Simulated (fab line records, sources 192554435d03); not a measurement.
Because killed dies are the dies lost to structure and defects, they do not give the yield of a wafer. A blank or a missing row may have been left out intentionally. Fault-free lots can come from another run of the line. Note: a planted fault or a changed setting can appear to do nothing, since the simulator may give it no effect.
fab line records | flow n5-finfet | part 2 of 2: steps 24 to 35 of 35
[record] lots = 5 | wafers = 15 | last-day = 17
route steps=1938 shown TV_OPEN@1890 PAD_METAL@1893 PASSIVATION@1897
lots that met no fault: from a run of the same line without faults
start-h: the number of hours between the record's first day and the start of the first shown wafer of the lot | wait-h: hours elapsed since this lot's preceding step | " repeats the value in the row above | L1.1+2: one row covering several wafers at once | - no value, or no start was given | * or withheld: withheld | < > ~ a bound
route shown NAME@n: NAME is a module with steps in the file, n the number in the route of the first one | usual: mean/standard deviation of fault-free wafers | same: alike in all rows | chamber/n: place in a boat | sites: the reading at each site | _std_site: the values' standard deviation | _edge_site: the outer-site mean with the inner-site mean subtracted | radius-mm: how far each site lies from the wafer's centre | mask NAME#n: copy n | behind: the last tool/chamber to shape the wafer | hold: reason for holding the lot/hours on hold/outcome of the hold | device: the n, p or np transistor that did not switch | end of line: the route-end tests of the same wafers | step lacking rows: just its recipe | killed: not the wafer's yield, but the dies lost to structure and defects at the first sort | map: shows each die of a wafer: x if killed, . if not, _ if none is there
set.NAME: the setting that was run; set.NAME@STEP: the one run at that earlier step | model.NAME: the simulator's own value behind a step, which no gauge read
certain route steps with their lots: each step a table, each wafer a row
services: a tool's chamber out of use, with start hour (start-h, from the record's first day; less than 0 if before it), hours out, and reason
[[steps]]
[step N5_PASSIVATION_CLEAN_69]
[recipe] chemistry = IPA | time-s = 180 | temp-c = 25
[usual] bath-heat-duty-pct = 6.6/0.93
lot.wafer | tool         | chamber | start-h | wait-h | bath-heat-duty-pct
L074.1    | wet-bench-06 | 6       | 277.91  | 0.0    | 7.8
L074.4    | "            | 2       | "       | "      | 7.4
L074.6    | "            | 7       | "       | "      | 6.7
L081.1    | wet-bench-05 | 3       | 302.19  | 0.0    | 7.4
L081.4    | "            | 4       | "       | "      | 9.3
L081.6    | "            | 6       | "       | "      | 6.8
L086.2    | wet-bench-05 | 0       | 339.69  | 0.0    | 6.6
L086.5    | "            | 1       | "       | "      | 6.4
L086.6    | "            | 3       | "       | "      | 6.7
L090.3    | wet-bench-06 | 2       | 354.55  | 0.0    | 7.5
L090.4    | "            | 0       | "       | "      | 7.2
L090.6    | "            | 6       | "       | "      | 7.3
L097.1    | wet-bench-03 | 0       | 396.47  | 0.0    | 4.9
L097.3    | "            | 4       | "       | "      | 6.7
L097.4    | "            | 1       | "       | "      | 6.3
[step N5_PASSIVATION_SRD_70]
[recipe] dry = ipa-marangoni | time-s = 30 | temp-c = 23 | rinse-liquid = diw
[usual] bath-heat-duty-pct = 3.8/0.55
lot.wafer | tool         | chamber | start-h | wait-h | bath-heat-duty-pct
L074.1    | wet-bench-06 | 6       | 277.97  | 0.0    | 4.0
L074.4    | "            | 2       | "       | "      | 4.5
L074.6    | "            | 7       | "       | "      | 4.7
L081.1    | wet-bench-05 | 3       | 302.24  | 0.0    | 4.7
L081.4    | "            | 4       | "       | "      | 4.5
L081.6    | "            | 6       | "       | "      | 3.6
L086.2    | wet-bench-05 | 0       | 339.74  | 0.0    | 3.9
L086.5    | "            | 1       | "       | "      | 4.3
L086.6    | "            | 3       | "       | "      | 4.1
L090.3    | wet-bench-06 | 2       | 354.61  | 0.0    | 4.5
L090.4    | "            | 0       | "       | "      | 3.6
L090.6    | "            | 6       | "       | "      | 4.6
L097.1    | wet-bench-03 | 0       | 396.52  | 0.0    | 4.5
L097.3    | "            | 4       | "       | "      | 3.7
L097.4    | "            | 1       | "       | "      | 4.1
[step N5_PASSIVATION_PECVD_53]
[recipe] material = SiO2 | target-thk-a = 8000 | temp-c = 400 | precursor = TEOS/O2 | pressure-torr = 6.5 | rf-w = withheld | teos-flow-sccm = withheld | gas = O2 | flow-sccm = 2650 | time-s = 169.4
[usual] susceptor-temp-C = 400.02/0.21
lot.wafer | tool     | chamber | start-h | wait-h | susceptor-temp-C
L074.1    | pecvd-01 | 0       | 278.01  | 0.0    | 399.41
L074.4    | "        | 0       | "       | "      | 399.90
L074.6    | "        | 1       | "       | "      | 400.19
L081.1    | pecvd-02 | 1       | 302.29  | 0.0    | 400.05
L081.4    | "        | 2       | "       | "      | 399.68
L081.6    | "        | 1       | "       | "      | 400.18
L086.2    | pecvd-04 | 2       | 339.79  | 0.0    | 400.09
L086.5    | "        | 0       | "       | "      | 400.39
L086.6    | "        | 1       | "       | "      | 400.04
L090.3    | pecvd-04 | 1       | 354.65  | 0.0    | 399.99
L090.4    | "        | 0       | "       | "      | 400.11
L090.6    | "        | 2       | "       | "      | 400.25
L097.1    | pecvd-02 | 1       | 396.57  | 0.0    | 399.71
L097.3    | "        | 0       | "       | "      | 400.22
L097.4    | "        | 1       | "       | "      | 399.68
[step N5_PASSIVATION_PECVD_35]
[recipe] material = SiNx | target-thk-a = 7000 | temp-c = 400 | precursor = SiH4/NH3/N2 | pressure-torr = 4.9 | rf-w = 1406 | time-s = 151.3
[usual] heater-power-w = 373/87 | showerhead-plenum-p-Torr = 8.70/0.073 | susceptor-temp-C = 399.99/0.23 | throttle-valve-pct = 29.9/1.5
lot.wafer | tool     | chamber | start-h | wait-h | heater-power-w | showerhead-plenum-p-Torr | susceptor-temp-C | throttle-valve-pct
L074.1    | pecvd-01 | 0       | 278.13  | 0.1    | 495            | 8.75                     | 400.08           | 31.2
L074.4    | "        | 0       | "       | "      | 515            | 8.75                     | 400.14           | 31.2
L074.6    | "        | 1       | "       | "      | 422            | 8.68                     | 399.76           | 29.8
L081.1    | pecvd-02 | 1       | 302.40  | 0.1    | 313            | 8.83                     | 400.26           | 30.3
L081.4    | "        | 2       | "       | "      | 265            | 8.58                     | 399.78           | 28.7
L081.6    | "        | 1       | "       | "      | 355            | 8.81                     | 399.98           | 30.4
L086.2    | pecvd-04 | 2       | 339.90  | 0.1    | 380            | 8.69                     | 399.88           | 26.3
L086.5    | "        | 0       | "       | "      | 276            | 8.76                     | 399.60           | 31.4
L086.6    | "        | 1       | "       | "      | 302            | 8.66                     | 400.44           | 31.2
L090.3    | pecvd-04 | 1       | 354.76  | 0.1    | 347            | 8.66                     | 400.10           | 30.7
L090.4    | "        | 0       | "       | "      | 301            | 8.74                     | 399.72           | 31.3
L090.6    | "        | 2       | "       | "      | 406            | 8.68                     | 400.04           | 26.4
L097.1    | pecvd-02 | 1       | 396.74  | 0.1    | 407            | 8.81                     | 399.56           | 30.7
L097.3    | "        | 0       | "       | "      | 334            | 8.64                     | 399.76           | 30.5
L097.4    | "        | 1       | "       | "      | 439            | 8.82                     | 400.17           | 30.6
[step N5_PASSIVATION_HMDS_37]
[recipe] time-s = 60 | temp-c = 120
[usual] heater-power-total-W = 196.9/2
lot.wafer | tool           | chamber | start-h | wait-h | heater-power-total-W
L074.1    | litho-track-05 | 0       | 278.26  | 0.1    | 197.4
L074.4    | "              | 0       | "       | "      | 195.1
L074.6    | "              | 0       | "       | "      | 194.6
L081.1    | litho-track-05 | 0       | 302.53  | 0.1    | 199.7
L081.4    | "              | 0       | "       | "      | 198.3
L081.6    | "              | 0       | "       | "      | 197.6
L086.2    | litho-track-03 | 0       | 340.04  | 0.1    | 199.1
L086.5    | "              | 0       | "       | "      | 199.3
L086.6    | "              | 0       | "       | "      | 198.8
L090.3    | litho-track-05 | 0       | 354.90  | 0.1    | 199.5
L090.4    | "              | 0       | "       | "      | 195.3
L090.6    | "              | 0       | "       | "      | 194.0
L097.1    | litho-track-03 | 0       | 396.93  | 0.1    | 195.3
L097.3    | "              | 0       | "       | "      | 198.8
L097.4    | "              | 0       | "       | "      | 193.8
[step N5_PASSIVATION_COAT_38]
[recipe] spin-rpm = 3000 | resist-thk-nm = withheld
lot.wafer  | tool           | chamber | start-h | wait-h
L074.1+4+6 | litho-track-05 | 0       | -       | -
L081.1+4+6 | litho-track-05 | 0       | -       | -
L086.2+5+6 | litho-track-03 | 0       | -       | -
L090.3+4+6 | litho-track-05 | 0       | -       | -
L097.1+3+4 | litho-track-03 | 0       | -       | -
[step N5_PASSIVATION_EBR_40]
[recipe] solvent = PGMEA | ebr-width-mm = 1.5
[same] ebr-width-mm = 1.5
lot.wafer  | tool           | chamber | start-h | wait-h
L074.1+4+6 | litho-track-05 | 0       | -       | -
L081.1+4+6 | litho-track-05 | 0       | -       | -
L086.2+5+6 | litho-track-03 | 0       | -       | -
L090.3+4+6 | litho-track-05 | 0       | -       | -
L097.1+3+4 | litho-track-03 | 0       | -       | -
[step N5_PASSIVATION_SOFTBAKE_39]
[recipe] temp-c = 110 | time-s = 120
[usual] heater-power-total-W = 118.5/0.96
lot.wafer | tool           | chamber | start-h | wait-h | heater-power-total-W
L074.1    | litho-track-05 | 0       | -       | -      | 119.9
L074.4    | "              | 0       | "       | "      | 120.0
L074.6    | "              | 0       | "       | "      | 119.0
L081.1    | litho-track-05 | 0       | -       | -      | 117.5
L081.4    | "              | 0       | "       | "      | 119.1
L081.6    | "              | 0       | "       | "      | 119.3
L086.2    | litho-track-03 | 0       | -       | -      | 119.9
L086.5    | "              | 0       | "       | "      | 118.3
L086.6    | "              | 0       | "       | "      | 118.6
L090.3    | litho-track-05 | 0       | -       | -      | 117.5
L090.4    | "              | 0       | "       | "      | 117.5
L090.6    | "              | 0       | "       | "      | 118.6
L097.1    | litho-track-03 | 0       | -       | -      | 119.0
L097.3    | "              | 0       | "       | "      | 118.6
L097.4    | "              | 0       | "       | "      | 120.3
[step N5_PASSIVATION_EXPOSE_41]
[recipe] mask-id = PASS_OPEN | na = 0.55 | defocus-nm = 0 | source-shape = conventional | sigma-outer = 0.8 | polarization = unpolarized | target-cd-nm = 40000 | dose-mj = 57.25
lot.wafer  | tool           | chamber | start-h | wait-h | mask
L074.1+4+6 | krf-scanner-01 | 0       | 278.38  | -      | PASS_OPEN#0
L081.1+4+6 | krf-scanner-02 | 0       | 302.65  | -      | PASS_OPEN#0
L086.2+5+6 | krf-scanner-01 | 0       | 340.16  | -      | PASS_OPEN#0
L090.3+4+6 | krf-scanner-01 | 0       | 355.03  | -      | PASS_OPEN#0
L097.1+3+4 | krf-scanner-02 | 0       | 397.04  | -      | PASS_OPEN#0
[step N5_PASSIVATION_PEB_42]
[recipe] peb-temp-c = withheld | peb-time-s = *
lot.wafer  | tool           | chamber | start-h | wait-h
L074.1+4+6 | litho-track-05 | 0       | 278.44  | 0.1
L081.1+4+6 | litho-track-02 | 0       | 302.71  | 0.1
L086.2+5+6 | litho-track-03 | 0       | 340.21  | 0.0
L090.3+4+6 | litho-track-05 | 0       | 355.08  | 0.0
L097.1+3+4 | litho-track-02 | 0       | 397.10  | 0.1
[step N5_PASSIVATION_DEVELOP_43]
[recipe] develop-time-s = 60 | rinse-liquid = diw | dry = air-spin | dev-temp-c = 21
lot.wafer  | tool           | chamber | start-h | wait-h
L074.1+4+6 | litho-track-05 | 0       | -       | -
L081.1+4+6 | litho-track-02 | 0       | -       | -
L086.2+5+6 | litho-track-03 | 0       | -       | -
L090.3+4+6 | litho-track-05 | 0       | -       | -
L097.1+3+4 | litho-track-02 | 0       | -       | -
[step N5_PASSIVATION_HARDBAKE_45]
[recipe] temp-c = 130 | time-s = 120
[usual] heater-power-total-W = 148.0/0.92
lot.wafer | tool           | chamber | start-h | wait-h | heater-power-total-W
L074.1    | litho-track-05 | 0       | -       | -      | 147.0
L074.4    | "              | 0       | "       | "      | 149.2
L074.6    | "              | 0       | "       | "      | 147.2
L081.1    | litho-track-02 | 0       | -       | -      | 147.4
L081.4    | "              | 0       | "       | "      | 148.3
L081.6    | "              | 0       | "       | "      | 149.2
L086.2    | litho-track-03 | 0       | -       | -      | 149.2
L086.5    | "              | 0       | "       | "      | 148.3
L086.6    | "              | 0       | "       | "      | 148.1
L090.3    | litho-track-05 | 0       | -       | -      | 149.3
L090.4    | "              | 0       | "       | "      | 149.2
L090.6    | "              | 0       | "       | "      | 147.2
L097.1    | litho-track-02 | 0       | -       | -      | 148.1
L097.3    | "              | 0       | "       | "      | 149.1
L097.4    | "              | 0       | "       | "      | 147.2
[[services]]
tool           | chamber | start-h | hours | kind
krf-scanner-01 | -       | 254.23  | 4.4   | pm
krf-scanner-02 | -       | 258.64  | 1.0   | pm
wet-bench-03   | -       | 260.60  | 3.7   | repair
krf-scanner-01 | -       | 271.98  | 1.0   | repair
pecvd-04       | 2       | 272.32  | 2.5   | repair
rie-metal-01   | 0       | 279.32  | 6.2   | repair
krf-scanner-02 | -       | 283.70  | 0.3   | repair
krf-scanner-02 | -       | 316.64  | 0.8   | pm
pecvd-02       | -       | 317.36  | 0.8   | repair
pvd-sputter-02 | -       | 321.23  | 1.2   | repair
krf-scanner-01 | -       | 328.39  | 3.6   | pm
pvd-sputter-01 | -       | 330.79  | 2.4   | repair
krf-scanner-01 | -       | 335.63  | 1.0   | pm
rie-diel-06    | 0       | 336.10  | 14.8  | repair
rie-diel-05    | 0       | 345.00  | 5.6   | repair
krf-scanner-01 | -       | 346.98  | 1.3   | pm
wet-bench-02   | -       | 347.24  | 0.8   | repair
rie-metal-01   | 0       | 351.79  | 6.4   | repair
rie-metal-01   | 0       | 360.48  | 17.6  | repair
pecvd-04       | 0       | 363.60  | 6.3   | repair
pvd-sputter-01 | -       | 366.78  | 2.9   | repair
pvd-sputter-03 | -       | 373.64  | 2.2   | repair
krf-scanner-01 | -       | 384.09  | 0.8   | pm
rie-diel-05    | -       | 384.77  | 1.2   | repair
